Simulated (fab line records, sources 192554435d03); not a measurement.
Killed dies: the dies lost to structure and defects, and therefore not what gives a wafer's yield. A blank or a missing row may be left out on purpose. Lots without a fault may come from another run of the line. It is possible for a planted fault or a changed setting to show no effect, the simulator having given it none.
Matching of chambers + flow n5-finfet + 4 sister chambers for N5_BEOL_M6_STRIP_19 on rie-diel-06
The step strips in O2. 4 wafers are shown with their chamber, then 11 later ones without.

WAFERS, EACH WITH ITS CHAMBER
| wafer  | chamber | drypump-motor-current-A (A) |
|--------|---------|-----------------------------|
| L087.2 | 2       | 6.4                         |
| L087.3 | 0       | 5.3                         |
| L091.2 | 1       | 6.5                         |
| L092.1 | 3       | 5.7                         |

WAFERS MISSING THEIR CHAMBER
| wafer  | drypump-motor-current-A (A) |
|--------|-----------------------------|
| L092.3 | 5.3                         |
| L092.4 | 6.4                         |
| L093.1 | 5.3                         |
| L093.5 | 5.4                         |
| L093.6 | 6.5                         |
| L097.2 | 5.3                         |
| L097.4 | 6.4                         |
| L097.5 | 5.4                         |
| L094.2 | 5.3                         |
| L094.3 | 6.4                         |
| L094.5 | 5.7                         |

WHICH CHAMBER EACH WENT THROUGH
| wafer  | from the rows above | in truth |
|--------|---------------------|----------|
| L092.3 | 0                   | 0        |
| L092.4 | 2                   | 2        |
| L093.1 | 0                   | 0        |
| L093.5 | 0                   | 0        |
| L093.6 | 1                   | 1        |
| L097.2 | 0                   | 0        |
| L097.4 | 2                   | 2        |
| L097.5 | 0                   | 0        |
| L094.2 | 0                   | 0        |
| L094.3 | 2                   | 2        |
| L094.5 | 3                   | 3        |
Correctly placed: 11 of 11. Number that these rows cannot place: 0. Number placed wrongly: 0.
How it was worked out, from the rows above alone: a wafer's distance from a chamber is the root of the sum, over the readings, of the square of ((its reading less the chamber's mean) divided by the reading's scatter). The wafer belongs to the nearest chamber; if the next one is less than 2 further off, it can't be placed. A chamber's mean is the mean of its shown wafers. The scatter (one wafer shown for each chamber): square how far every hidden wafer sits from the nearest shown wafer, average those squares and take the square root.
